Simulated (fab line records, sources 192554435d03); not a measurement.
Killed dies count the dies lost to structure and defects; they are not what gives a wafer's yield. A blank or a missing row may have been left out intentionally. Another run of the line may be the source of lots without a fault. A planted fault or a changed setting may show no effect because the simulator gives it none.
fab line records    flow n5-finfet
record lots=24  wafers=72  last-day=20
route steps=1938 shown BEOL_M11@1580 BEOL_M12@1633
lots that met no fault: from a run of the same line without faults
start-h: start of the lot's first displayed wafer, in hours after the record's first day    wait-h: hours since the lot's step before    " the same as in the row above    L1.1+2: a single row standing in for several wafers    - either no value or no given start    * or withheld: withheld    < > ~ a bound
route shown NAME@n: a module of which the file shows steps, and the number in the route of the first    usual: the fault-free wafers' mean and standard deviation    same: alike in all rows    chamber/n: place in a boat    sites: the reading at each site    _std_site: the standard deviation of these    _edge_site: outer sites' mean less inner sites'    radius-mm: for every site, how far away it sits from the centre of the wafer    mask NAME#n: copy n    behind: the most recent tool/chamber to have shaped the wafer    hold: reason for holding the lot/hours on hold/outcome of the hold    device: the transistor (n, p or np) that didn't switch    end of line: tests of these same wafers at the route's end    a step without rows: its recipe alone    killed: count of dies lost to structure and defects at first sort (not the wafer's yield)    map: a wafer's dies, marking killed ones x, the rest . and places with no die _
set.NAME: the run value of the setting; set.NAME@STEP: its run value at that earlier step    model.NAME: the simulator's own value behind a step, which no gauge read
route steps across a sampled set of lots; one table per step, one row per wafer
services: from which hour (start-h, from the record's first day; less than 0 if before it) a tool's chamber was out of use, for how many hours, and why
## steps
# step N5_BEOL_M11_STRIP_77
# recipe chemistry=N2/H2  time-s=10  power-w=450  temp-c=40  pressure-mtorr=20  rf-frequency-hz=6e+07  bias-power-w=7  n2-flow-sccm=200  h2-flow-sccm=200
# usual drypump-motor-current-A=5.9/0.39  oes-product-au=0.81/0.068  rf-vpp-V=59.0/1  showerhead-plenum-p-Torr=2.49/0.1  throttle-valve-pct=23.5/0.34
lot.wafer  tool         chamber  start-h  wait-h  drypump-motor-current-A  oes-product-au  rf-hours-counter-h  rf-vpp-V  showerhead-plenum-p-Torr  throttle-valve-pct
L075.3     rie-diel-04  0        -        -       5.7                      0.72            187                 58.7      2.52                      23.4
L075.4     "            1        "        "       6.3                      0.91            26                  59.4      2.58                      23.9
L075.6     "            3        "        "       5.2                      0.83            -                   57.8      2.58                      23.6
L074.1     rie-diel-01  0        -        -       6.1                      0.77            136                 57.5      2.34                      24.0
L074.5     "            2        "        "       6.1                      0.87            -                   59.8      2.60                      23.5
L074.6     "            3        "        "       6.3                      0.76            -                   58.9      2.64                      24.3
L076.1     rie-diel-04  3        -        -       5.3                      0.84            73                  59.0      2.58                      23.7
L076.5     "            3        "        "       5.2                      0.85            -                   59.1      2.58                      23.7
L076.6     "            2        "        "       5.9                      0.84            -                   59.7      2.47                      23.4
L078.1     rie-diel-04  3        -        -       5.2                      0.84            74                  58.7      2.58                      23.7
L078.2     "            0        "        "       5.7                      0.71            191                 60.3      2.52                      23.4
L078.4     "            2        "        "       5.9                      0.83            62                  57.3      2.47                      23.4
L077.2     rie-diel-06  1        -        -       5.8                      0.98            11                  59.1      2.59                      23.3
L077.3     "            2        "        "       5.2                      0.89            26                  59.4      2.59                      23.4
L077.6     "            3        "        "       6.3                      0.75            -                   60.3      2.32                      23.2
L079.4     rie-diel-04  1        -        -       6.3                      0.89            36                  60.8      2.58                      23.9
L079.5     "            1        "        "       6.3                      0.87            -                   59.1      2.58                      23.9
L079.6     "            0        "        "       5.7                      0.71            -                   58.0      2.52                      23.4
L081.2     rie-diel-06  2        -        -       5.2                      0.89            33                  59.0      2.59                      23.4
L081.5     "            3        "        "       6.3                      0.75            -                   59.8      2.31                      23.2
L081.6     "            0        "        "       5.9                      0.83            -                   58.5      2.46                      23.0
L084.2     rie-diel-04  3        -        -       5.3                      0.82            88                  59.5      2.57                      23.7
L084.3     "            1        "        "       6.4                      0.87            44                  59.1      2.57                      23.9
L084.6     "            3        "        "       5.2                      0.81            -                   58.9      2.57                      23.7
L082.4     rie-diel-06  1        -        -       5.7                      0.94            23                  60.3      2.58                      23.3
L082.5     "            0        "        "       5.9                      0.81            -                   59.0      2.46                      23.0
L082.6     "            3        "        "       6.3                      0.74            -                   59.7      2.31                      23.2
L080.1     rie-diel-04  3        -        -       5.3                      0.82            91                  57.4      2.57                      23.7
L080.5     "            0        "        "       5.7                      0.70            -                   59.1      2.51                      23.4
L080.6     "            1        "        "       6.3                      0.88            -                   60.3      2.57                      23.9
L083.1     rie-diel-06  3        -        -       6.3                      0.73            176                 58.3      2.31                      23.2
L083.4     "            0        "        "       5.9                      0.82            73                  58.8      2.46                      23.0
L083.5     "            0        "        "       5.9                      0.81            -                   60.3      2.46                      23.0
L087.1     rie-diel-06  3        -        -       6.3                      0.74            177                 58.1      2.31                      23.2
L087.2     "            1        "        "       5.7                      0.93            26                  59.8      2.58                      23.3
L087.3     "            0        "        "       5.9                      0.81            74                  59.8      2.46                      23.0
L085.1     rie-diel-06  3        -        -       6.3                      0.73            181                 56.7      2.31                      23.2
L085.4     "            2        "        "       5.2                      0.88            43                  59.3      2.59                      23.4
L085.5     "            2        "        "       5.2                      0.87            -                   59.3      2.59                      23.4
L088.3     rie-diel-01  2        -        -       6.1                      0.83            61                  60.6      2.59                      23.6
L088.4     "            0        "        "       6.1                      0.74            163                 59.7      2.33                      24.0
L088.5     "            2        "        "       6.1                      0.83            -                   59.0      2.59                      23.6
L089.3     rie-diel-06  2        -        -       5.2                      0.86            50                  59.2      2.58                      23.4
L089.5     "            2        "        "       5.2                      0.85            -                   58.4      2.58                      23.4
L089.6     "            3        "        "       6.3                      0.73            -                   59.4      2.31                      23.2
L090.1     rie-diel-01  3        -        -       6.4                      0.73            223                 59.5      2.62                      24.3
L090.4     "            0        "        "       6.1                      0.74            168                 57.9      2.33                      24.0
L090.5     "            1        "        "       6.1                      0.73            -                   59.6      2.43                      23.9
L091.2     rie-diel-04  1        -        -       6.3                      0.85            59                  58.6      2.57                      23.9
L091.3     "            0        "        "       5.7                      0.69            217                 59.4      2.51                      23.5
L091.4     "            3        "        "       5.2                      0.81            103                 57.1      2.56                      23.7
L093.1     rie-diel-06  2        -        -       5.2                      0.86            51                  60.0      2.58                      23.4
L093.3     "            3        "        "       6.3                      0.74            189                 59.8      2.31                      23.2
L093.4     "            0        "        "       5.9                      0.80            85                  58.2      2.46                      23.0
L095.1     rie-diel-01  3        -        -       6.4                      0.73            226                 59.2      2.62                      24.3
L095.4     "            1        "        "       6.1                      0.73            179                 57.9      2.43                      23.9
L095.6     "            0        "        "       6.1                      0.74            -                   58.8      2.33                      24.0
L086.3     rie-diel-06  1        -        -       5.7                      0.91            39                  59.1      2.58                      23.3
L086.4     "            2        "        "       5.2                      0.85            53                  58.9      2.58                      23.4
L086.5     "            1        "        "       5.7                      0.90            -                   60.6      2.58                      23.3
L094.1     rie-diel-04  1        -        -       6.3                      0.83            66                  57.9      2.56                      23.9
L094.4     "            3        "        "       5.2                      0.79            110                 58.2      2.56                      23.7
L094.6     "            2        "        "       5.9                      0.79            -                   57.5      2.45                      23.4
L092.2     rie-diel-01  1        -        -       6.1                      0.73            184                 59.0      2.43                      23.9
L092.5     "            1        "        "       6.1                      0.74            -                   59.2      2.43                      23.9
L092.6     "            0        "        "       6.2                      0.74            -                   58.7      2.33                      24.0
L097.3     rie-diel-06  0        -        -       5.9                      0.79            93                  61.2      2.45                      23.0
L097.4     "            3        "        "       6.3                      0.72            197                 59.4      2.30                      23.2
L097.6     "            0        "        "       5.9                      0.79            -                   56.6      2.45                      23.0
L096.3     rie-diel-06  1        -        -       5.7                      0.88            46                  58.6      2.57                      23.3
L096.4     "            2        "        "       5.3                      0.86            60                  58.9      2.58                      23.4
L096.5     "            3        "        "       6.3                      0.72            -                   58.5      2.30                      23.2
# step N5_BEOL_M11_DEGAS_44
# recipe ambient=vacuum  temp-c=250  time-s=60
# usual heater-power-w=339/27
lot.wafer  tool            chamber  start-h  wait-h  heater-power-w
L075.3     pvd-sputter-01  -        294.51   1.7     307
L075.4     "               -        "        "       322
L075.6     "               -        "        "       325
L074.1     pvd-sputter-03  -        298.44   0.3     349
L074.5     "               -        "        "       339
L074.6     "               -        "        "       357
L076.1     pvd-sputter-02  -        302.57   0.6     311
L076.5     "               -        "        "       375
L076.6     "               -        "        "       315
L078.1     pvd-sputter-01  -        305.86   0.3     353
L078.2     "               -        "        "       310
L078.4     "               -        "        "       336
L077.2     pvd-sputter-01  -        315.45   0.6     334
L077.3     "               -        "        "       319
L077.6     "               -        "        "       328
L079.4     pvd-sputter-01  -        319.45   0.1     336
L079.5     "               -        "        "       336
L079.6     "               -        "        "       349
L081.2     pvd-sputter-01  -        341.24   0.8     307
L081.5     "               -        "        "       345
L081.6     "               -        "        "       330
L084.2     pvd-sputter-01  -        351.38   0.6     319
L084.3     "               -        "        "       321
L084.6     "               -        "        "       347
L082.4     pvd-sputter-03  -        356.97   0.4     351
L082.5     "               -        "        "       403
L082.6     "               -        "        "       335
L080.1     pvd-sputter-01  -        364.90   0.4     313
L080.5     "               -        "        "       329
L080.6     "               -        "        "       325
L083.1     pvd-sputter-01  -        365.10   0.4     333
L083.4     "               -        "        "       346
L083.5     "               -        "        "       320
L087.1     pvd-sputter-03  -        368.05   0.3     306
L087.2     "               -        "        "       414
L087.3     "               -        "        "       343
L085.1     pvd-sputter-01  -        379.79   0.4     325
L085.4     "               -        "        "       351
L085.5     "               -        "        "       327
L088.3     pvd-sputter-01  -        389.53   0.3     337
L088.4     "               -        "        "       343
L088.5     "               -        "        "       334
L089.3     pvd-sputter-03  -        404.45   0.3     309
L089.5     "               -        "        "       312
L089.6     "               -        "        "       354
L090.1     pvd-sputter-03  -        404.61   0.5     303
L090.4     "               -        "        "       334
L090.5     "               -        "        "       356
L091.2     pvd-sputter-03  -        404.79   0.4     357
L091.3     "               -        "        "       306
L091.4     "               -        "        "       402
L093.1     pvd-sputter-02  -        407.98   1.6     374
L093.3     "               -        "        "       355
L093.4     "               -        "        "       310
L095.1     pvd-sputter-03  -        414.28   0.4     300
L095.4     "               -        "        "       356
L095.6     "               -        "        "       343
L086.3     pvd-sputter-03  -        414.92   0.8     341
L086.4     "               -        "        "       353
L086.5     "               -        "        "       407
L094.1     pvd-sputter-01  -        426.06   0.5     326
L094.4     "               -        "        "       332
L094.6     "               -        "        "       325
L092.2     pvd-sputter-01  -        426.22   0.3     325
L092.5     "               -        "        "       331
L092.6     "               -        "        "       324
L097.3     pvd-sputter-03  -        431.36   0.2     409
L097.4     "               -        "        "       304
L097.6     "               -        "        "       312
L096.3     pvd-sputter-03  -        433.98   0.4     355
L096.4     "               -        "        "       309
L096.5     "               -        "        "       353
# step N5_BEOL_M11_PRE_CLEAN_45
# recipe gas=H2/He  time-s=30  temp-c=250
# usual heater-power-w=339/27
lot.wafer  tool            chamber  start-h  wait-h  heater-power-w
L075.3     pvd-sputter-01  -        294.55   0.0     310
L075.4     "               -        "        "       322
L075.6     "               -        "        "       326
L074.1     pvd-sputter-03  -        298.48   0.0     355
L074.5     "               -        "        "       341
L074.6     "               -        "        "       349
L076.1     pvd-sputter-02  -        302.61   0.0     314
L076.5     "               -        "        "       372
L076.6     "               -        "        "       318
L078.1     pvd-sputter-01  -        305.90   0.0     345
L078.2     "               -        "        "       319
L078.4     "               -        "        "       328
L077.2     pvd-sputter-01  -        315.49   0.0     318
L077.3     "               -        "        "       306
L077.6     "               -        "        "       322
L079.4     pvd-sputter-01  -        319.49   0.0     354
L079.5     "               -        "        "       327
L079.6     "               -        "        "       345
L081.2     pvd-sputter-01  -        341.28   0.0     315
L081.5     "               -        "        "       349
L081.6     "               -        "        "       333
L084.2     pvd-sputter-01  -        351.42   0.0     312
L084.3     "               -        "        "       325
L084.6     "               -        "        "       349
L082.4     pvd-sputter-03  -        357.01   0.0     354
L082.5     "               -        "        "       402
L082.6     "               -        "        "       336
L080.1     pvd-sputter-01  -        364.94   0.0     311
L080.5     "               -        "        "       320
L080.6     "               -        "        "       339
L083.1     pvd-sputter-01  -        365.14   0.0     334
L083.4     "               -        "        "       347
L083.5     "               -        "        "       304
L087.1     pvd-sputter-03  -        368.09   0.0     310
L087.2     "               -        "        "       411
L087.3     "               -        "        "       333
L085.1     pvd-sputter-01  -        379.83   0.0     321
L085.4     "               -        "        "       345
L085.5     "               -        "        "       343
L088.3     pvd-sputter-01  -        389.57   0.0     331
L088.4     "               -        "        "       338
L088.5     "               -        "        "       334
L089.3     pvd-sputter-03  -        404.49   0.0     309
L089.5     "               -        "        "       309
L089.6     "               -        "        "       352
L090.1     pvd-sputter-03  -        404.65   0.0     307
L090.4     "               -        "        "       334
L090.5     "               -        "        "       351
L091.2     pvd-sputter-03  -        404.83   0.0     343
L091.3     "               -        "        "       309
L091.4     "               -        "        "       402
L093.1     pvd-sputter-02  -        408.02   0.0     376
L093.3     "               -        "        "       352
L093.4     "               -        "        "       316
L095.1     pvd-sputter-03  -        414.32   0.0     319
L095.4     "               -        "        "       357
L095.6     "               -        "        "       341
L086.3     pvd-sputter-03  -        414.96   0.0     339
L086.4     "               -        "        "       346
L086.5     "               -        "        "       401
L094.1     pvd-sputter-01  -        426.10   0.0     320
L094.4     "               -        "        "       334
L094.6     "               -        "        "       312
L092.2     pvd-sputter-01  -        426.26   0.0     335
L092.5     "               -        "        "       334
L092.6     "               -        "        "       325
L097.3     pvd-sputter-03  -        431.40   0.0     403
L097.4     "               -        "        "       304
L097.6     "               -        "        "       300
L096.3     pvd-sputter-03  -        434.02   0.0     363
L096.4     "               -        "        "       315
L096.5     "               -        "        "       352
# step N5_BEOL_M11_SPUTTER_48
# recipe material=Cu  target-thk-a=120  temp-c=-20  bias-v=60  power-w=26000  chamber-pressure-pa=0.13  time-s=2
# usual throttle-valve-pct=29.7/0.94
lot.wafer  tool            chamber  start-h  wait-h  throttle-valve-pct
L075.3     pvd-sputter-01  -        295.15   0.1     31.4
L075.4     "               -        "        "       29.8
L075.6     "               -        "        "       28.9
L074.1     pvd-sputter-02  -        299.13   0.2     30.6
L074.5     "               -        "        "       30.4
L074.6     "               -        "        "       30.7
L076.1     pvd-sputter-01  -        304.96   1.8     29.6
L076.5     "               -        "        "       31.4
L076.6     "               -        "        "       28.7
L078.1     pvd-sputter-02  -        307.48   0.3     30.2
L078.2     "               -        "        "       29.4
L078.4     "               -        "        "       29.2
L077.2     pvd-sputter-01  -        316.21   0.1     29.7
L077.3     "               -        "        "       28.6
L077.6     "               -        "        "       31.1
L079.4     pvd-sputter-02  -        321.51   1.2     30.7
L079.5     "               -        "        "       29.3
L079.6     "               -        "        "       29.4
L081.2     pvd-sputter-02  -        342.55   0.1     30.5
L081.5     "               -        "        "       30.8
L081.6     "               -        "        "       30.5
L084.2     pvd-sputter-03  -        352.05   0.1     30.6
L084.3     "               -        "        "       30.0
L084.6     "               -        "        "       30.5
L082.4     pvd-sputter-03  -        357.81   0.1     30.6
L082.5     "               -        "        "       30.8
L082.6     "               -        "        "       30.7
L080.1     pvd-sputter-03  -        367.08   1.3     30.6
L080.5     "               -        "        "       30.8
L080.6     "               -        "        "       30.1
L083.1     pvd-sputter-03  -        367.26   0.3     28.5
L083.4     "               -        "        "       30.7
L083.5     "               -        "        "       29.8
L087.1     pvd-sputter-01  -        370.09   1.3     29.6
L087.2     "               -        "        "       28.6
L087.3     "               -        "        "       31.4
L085.1     pvd-sputter-02  -        380.74   0.3     30.3
L085.4     "               -        "        "       30.7
L085.5     "               -        "        "       30.5
L088.3     pvd-sputter-01  -        390.29   0.1     29.3
L088.4     "               -        "        "       28.6
L088.5     "               -        "        "       29.5
L089.3     pvd-sputter-01  -        405.07   0.1     28.6
L089.5     "               -        "        "       31.3
L089.6     "               -        "        "       28.4
L090.1     pvd-sputter-03  -        405.29   0.2     30.7
L090.4     "               -        "        "       30.1
L090.5     "               -        "        "       28.7
L091.2     pvd-sputter-01  -        405.45   0.1     29.9
L091.3     "               -        "        "       31.3
L091.4     "               -        "        "       29.1
L093.1     pvd-sputter-01  -        410.19   0.1     31.0
L093.3     "               -        "        "       29.5
L093.4     "               -        "        "       28.6
L095.1     pvd-sputter-01  -        415.06   0.1     29.6
L095.4     "               -        "        "       31.3
L095.6     "               -        "        "       28.6
L086.3     pvd-sputter-01  -        415.62   0.1     28.8
L086.4     "               -        "        "       31.1
L086.5     "               -        "        "       29.4
L094.1     pvd-sputter-01  -        426.89   0.1     28.8
L094.4     "               -        "        "       28.8
L094.6     "               -        "        "       31.2
L092.2     pvd-sputter-01  -        427.03   0.1     28.6
L092.5     "               -        "        "       28.9
L092.6     "               -        "        "       29.6
L097.3     pvd-sputter-03  -        433.28   0.8     30.9
L097.4     "               -        "        "       30.6
L097.6     "               -        "        "       30.2
L096.3     pvd-sputter-01  -        434.77   0.1     28.7
L096.4     "               -        "        "       31.1
L096.5     "               -        "        "       29.8
# step N5_BEOL_M12_OVL_MEAS_29
# recipe points-per-wafer=44
# usual M12_OVL=1/5.2
lot.wafer  tool        chamber  start-h  wait-h  M12_OVL[nm]
L075.3     overlay-01  0        298.18   0.0     2
L075.4     "           0        "        "       6
L075.6     "           0        "        "       7
L074.1     overlay-01  0        301.82   0.0     4
L074.5     "           0        "        "       3
L074.6     "           0        "        "       1
L076.1     overlay-01  0        307.59   0.0     -3
L076.5     "           0        "        "       7
L076.6     "           0        "        "       -3
L078.1     overlay-01  0        310.60   0.0     -4
L078.2     "           0        "        "       -1
L078.4     "           0        "        "       -1
L077.2     overlay-01  0        318.99   0.0     8
L077.3     "           0        "        "       3
L077.6     "           0        "        "       8
L079.4     overlay-01  0        324.47   0.0     2
L079.5     "           0        "        "       0
L079.6     "           0        "        "       2
L081.2     overlay-02  0        345.06   0.0     7
L081.5     "           0        "        "       -2
L081.6     "           0        "        "       6
L084.2     overlay-01  0        354.82   0.0     4
L084.3     "           0        "        "       -5
L084.6     "           0        "        "       -3
L082.4     overlay-01  0        360.69   0.0     0
L082.5     "           0        "        "       3
L082.6     "           0        "        "       0
L080.1     overlay-02  0        369.74   0.0     7
L080.5     "           0        "        "       6
L080.6     "           0        "        "       4
L083.1     overlay-01  0        370.19   0.0     -4
L083.4     "           0        "        "       2
L083.5     "           0        "        "       -11
L087.1     overlay-02  0        372.85   0.0     7
L087.2     "           0        "        "       7
L087.3     "           0        "        "       2
L085.1     overlay-02  0        383.48   0.0     2
L085.4     "           0        "        "       -11
L085.5     "           0        "        "       -4
L088.3     overlay-02  0        392.81   0.0     7
L088.4     "           0        "        "       5
L088.5     "           0        "        "       4
L089.3     overlay-02  0        407.52   0.0     0
L089.5     "           0        "        "       -7
L089.6     "           0        "        "       -5
L090.1     overlay-02  0        408.04   0.0     -9
L090.4     "           0        "        "       1
L090.5     "           0        "        "       -12
L091.2     overlay-02  0        408.38   0.0     9
L091.3     "           0        "        "       5
L091.4     "           0        "        "       5
L093.1     overlay-02  0        412.78   0.0     2
L093.3     "           0        "        "       -2
L093.4     "           0        "        "       0
L095.1     overlay-02  0        417.64   0.1     7
L095.4     "           0        "        "       2
L095.6     "           0        "        "       3
L086.3     overlay-02  0        418.39   0.0     5
L086.4     "           0        "        "       6
L086.5     "           0        "        "       4
L094.1     overlay-01  0        429.88   0.0     3
L094.4     "           0        "        "       -1
L094.6     "           0        "        "       -4
L092.2     overlay-02  0        430.25   0.0     -6
L092.5     "           0        "        "       -13
L092.6     "           0        "        "       -5
L097.3     overlay-01  0        435.91   0.0     -1
L097.4     "           0        "        "       8
L097.6     "           0        "        "       3
L096.3     overlay-01  0        437.49   0.0     4
L096.4     "           0        "        "       -6
L096.5     "           0        "        "       -3
# step N5_BEOL_M12_ETCH_67
# recipe chemistry=CF4  target=SiARC  target-depth-a=1430  time-s=238.3  ion-energy-ev=80  pressure-mtorr=40  source-w=545  bias-w=36  Ar_flow_sccm=100  cf4-flow-sccm=100  ends=cleared
# usual drypump-motor-current-A=5.9/0.57  etch-rf-on-time-s=238/5.4  oes-product-au=0.69/0.057  rf-fwd-power-W=543.2/1.7  rf-vpp-V=184.3/1.3  showerhead-plenum-p-Torr=2.15/0.086  throttle-valve-pct=15.51/0.27
lot.wafer  tool         chamber  start-h  wait-h  drypump-motor-current-A  etch-rf-on-time-s  oes-product-au  rf-fwd-power-W  rf-hours-counter-h  rf-vpp-V  showerhead-plenum-p-Torr  throttle-valve-pct
L075.3     rie-diel-05  2        298.44   0.1     5.9                      237                0.67            541.5           -                   183.8     2.14                      15.26
L075.4     "            3        "        "       5.3                      242                0.60            540.6           -                   185.1     2.12                      15.51
L075.6     "            2        "        "       5.8                      237                0.68            542.7           -                   184.4     2.14                      15.26
L074.1     rie-diel-05  2        302.18   0.0     5.8                      238                0.67            543.7           119                 183.5     2.13                      15.27
L074.5     "            2        "        "       5.9                      238                0.67            542.4           -                   186.4     2.14                      15.28
L074.6     "            3        "        "       5.3                      242                0.60            541.5           -                   183.7     2.11                      15.53
L076.1     rie-diel-03  1        307.88   0.0     6.2                      232                0.69            544.3           106                 184.0     2.06                      15.84
L076.5     "            2        "        "       5.7                      234                0.77            542.0           -                   184.9     2.26                      15.48
L076.6     "            3        "        "       5.9                      227                0.78            543.2           -                   184.0     2.25                      15.24
L078.1     rie-diel-02  0        310.87   0.0     5.3                      245                0.67            545.1           86                  184.6     2.26                      15.71
L078.2     "            1        "        "       5.6                      241                0.71            541.1           72                  183.5     2.08                      15.30
L078.4     "            2        "        "       6.5                      241                0.62            543.9           198                 181.9     2.02                      15.58
L077.2     rie-diel-03  3        319.12   0.0     6.0                      228                0.78            540.9           42                  185.1     2.25                      15.25
L077.3     "            1        "        "       6.3                      233                0.69            543.3           109                 182.5     2.06                      15.85
L077.6     "            1        "        "       6.3                      232                0.69            543.5           -                   182.7     2.06                      15.85
L079.4     rie-diel-02  0        324.56   0.0     5.3                      249                0.66            547.0           91                  184.3     2.25                      15.70
L079.5     "            2        "        "       6.5                      242                0.61            543.7           -                   183.0     2.02                      15.58
L079.6     "            3        "        "       6.8                      233                0.65            546.4           -                   185.1     2.22                      15.69
L081.2     rie-diel-03  1        345.15   0.0     6.3                      235                0.68            542.5           118                 183.1     2.06                      15.87
L081.5     "            2        "        "       5.7                      238                0.74            543.9           -                   185.4     2.26                      15.51
L081.6     "            1        "        "       6.3                      235                0.68            545.1           -                   182.3     2.06                      15.86
L084.2     rie-diel-03  3        354.91   0.0     6.0                      228                0.77            541.9           54                  185.2     2.25                      15.27
L084.3     "            2        "        "       5.8                      236                0.75            541.4           62                  186.0     2.26                      15.52
L084.6     "            1        "        "       6.3                      232                0.67            543.4           -                   183.8     2.06                      15.87
L082.4     rie-diel-02  3        360.78   0.0     6.8                      232                0.65            542.1           139                 185.2     2.22                      15.73
L082.5     "            3        "        "       6.8                      233                0.64            542.1           -                   183.8     2.22                      15.73
L082.6     "            2        "        "       6.4                      241                0.61            545.6           -                   182.0     2.02                      15.62
L080.1     rie-diel-03  1        369.89   0.0     6.3                      232                0.68            541.4           125                 183.2     2.06                      15.89
L080.5     "            1        "        "       6.3                      233                0.67            541.3           -                   185.2     2.06                      15.89
L080.6     "            2        "        "       5.7                      235                0.74            541.9           -                   186.2     2.26                      15.52
L083.1     rie-diel-03  1        370.38   0.0     6.3                      234                0.68            544.6           126                 182.8     2.06                      15.89
L083.4     "            3        "        "       5.9                      231                0.76            542.1           58                  184.4     2.25                      15.28
L083.5     "            1        "        "       6.3                      234                0.68            545.8           -                   182.8     2.06                      15.88
L087.1     rie-diel-05  2        372.94   0.0     5.8                      238                0.65            544.3           147                 184.4     2.13                      15.32
L087.2     "            0        "        "       6.4                      231                0.74            543.0           44                  185.5     2.27                      15.74
L087.3     "            1        "        "       5.2                      237                0.76            541.0           27                  184.0     2.09                      15.07
L085.1     rie-diel-02  0        383.57   0.0     5.3                      243                0.65            545.5           111                 186.3     2.25                      15.75
L085.4     "            3        "        "       6.8                      230                0.64            543.9           -                   183.7     2.22                      15.76
L085.5     "            0        "        "       5.3                      245                0.65            544.3           -                   184.0     2.25                      15.75
L088.3     rie-diel-02  1        392.99   0.0     5.6                      239                0.68            544.3           101                 183.4     2.07                      15.35
L088.4     "            0        "        "       5.3                      245                0.65            544.8           115                 185.4     2.25                      15.75
L088.5     "            3        "        "       6.8                      232                0.64            542.5           -                   186.0     2.22                      15.75
L089.3     rie-diel-02  3        407.61   0.0     6.8                      233                0.64            544.5           156                 185.3     2.21                      15.76
L089.5     "            3        "        "       6.8                      232                0.63            547.1           -                   185.3     2.21                      15.77
L089.6     "            0        "        "       5.3                      248                0.63            544.9           -                   185.9     2.24                      15.77
L090.1     rie-diel-05  1        408.19   0.0     5.1                      239                0.75            541.8           38                  185.5     2.08                      15.10
L090.4     "            0        "        "       6.4                      233                0.71            543.1           55                  184.5     2.26                      15.76
L090.5     "            1        "        "       5.2                      239                0.74            540.8           -                   184.9     2.08                      15.11
L091.2     rie-diel-03  1        408.65   0.0     6.3                      234                0.66            543.2           139                 183.0     2.05                      15.90
L091.3     "            0        "        "       5.0                      245                0.72            542.7           40                  183.1     2.09                      15.09
L091.4     "            2        "        "       5.7                      237                0.73            544.6           81                  185.2     2.25                      15.55
L093.1     rie-diel-02  2        412.88   0.0     6.5                      243                0.60            542.6           227                 182.3     2.01                      15.64
L093.3     "            3        "        "       6.8                      235                0.63            545.7           159                 185.5     2.21                      15.78
L093.4     "            0        "        "       5.3                      248                0.64            542.9           -                   185.0     2.24                      15.78
L095.1     rie-diel-02  3        417.85   0.0     6.8                      232                0.64            543.5           162                 184.2     2.21                      15.77
L095.4     "            2        "        "       6.4                      242                0.60            543.0           -                   182.3     2.01                      15.64
L095.6     "            0        "        "       5.3                      246                0.64            542.6           -                   185.0     2.24                      15.78
L086.3     rie-diel-02  2        418.74   0.0     6.5                      242                0.59            544.3           231                 182.6     2.01                      15.64
L086.4     "            0        "        "       5.3                      248                0.64            543.3           -                   184.8     2.24                      15.81
L086.5     "            3        "        "       6.8                      234                0.63            540.2           -                   186.8     2.21                      15.78
L094.1     rie-diel-05  0        429.97   0.0     6.4                      235                0.71            541.3           62                  184.4     2.26                      15.78
L094.4     "            3        "        "       5.3                      238                0.79            544.1           23                  183.3     2.10                      15.04
L094.6     "            0        "        "       6.4                      233                0.71            543.4           -                   185.4     2.26                      15.78
L092.2     rie-diel-03  3        430.58   0.0     5.9                      229                0.73            540.3           80                  185.3     2.24                      15.33
L092.5     "            0        "        "       5.0                      240                0.72            540.8           -                   184.2     2.09                      15.12
L092.6     "            1        "        "       6.3                      234                0.65            544.3           -                   182.9     2.05                      15.92
L097.3     rie-diel-05  0        436.00   0.0     6.4                      230                0.72            539.8           65                  185.7     2.26                      15.78
L097.4     "            1        "        "       5.1                      239                0.74            543.8           48                  182.9     2.08                      15.12
L097.6     "            0        "        "       6.4                      232                0.71            543.3           -                   182.7     2.26                      15.78
L096.3     rie-diel-05  0        437.59   0.0     6.4                      227                0.72            545.3           66                  185.6     2.26                      15.78
L096.4     "            2        "        "       5.8                      237                0.63            544.8           169                 184.6     2.12                      15.36
L096.5     "            1        "        "       5.1                      235                0.74            543.8           -                   183.7     2.08                      15.12
## services
tool            chamber  start-h  hours  kind
rie-diel-04     3        278.30   9.8    repair
rie-diel-05     1        281.94   -      clean
rie-diel-05     1        281.94   -      consumable-replace:focus-ring
rie-diel-05     1        281.94   25.9   scheduled-down
rie-diel-05     1        281.94   25.9   vent-cycle
rie-diel-03     2        283.66   7.7    repair
pvd-sputter-02  -        325.03   0.5    repair
rie-diel-04     0        327.20   4.9    repair
rie-diel-05     2        330.50   5.1    repair
rie-diel-05     3        337.74   -      clean
rie-diel-05     3        337.74   -      consumable-replace:focus-ring
rie-diel-05     3        337.74   25.2   scheduled-down
rie-diel-05     3        337.74   25.2   vent-cycle
pvd-sputter-02  -        345.96   8.9    repair
rie-diel-02     2        383.45   6.2    repair
pvd-sputter-03  -        388.30   6.5    repair
rie-diel-02     -        401.16   2.8    pm
rie-diel-01     3        415.83   13.0   repair
rie-diel-01     2        421.82   7.1    repair
pvd-sputter-03  -        424.16   2.9    repair
rie-diel-03     0        432.16   6.3    repair
## key
fault none
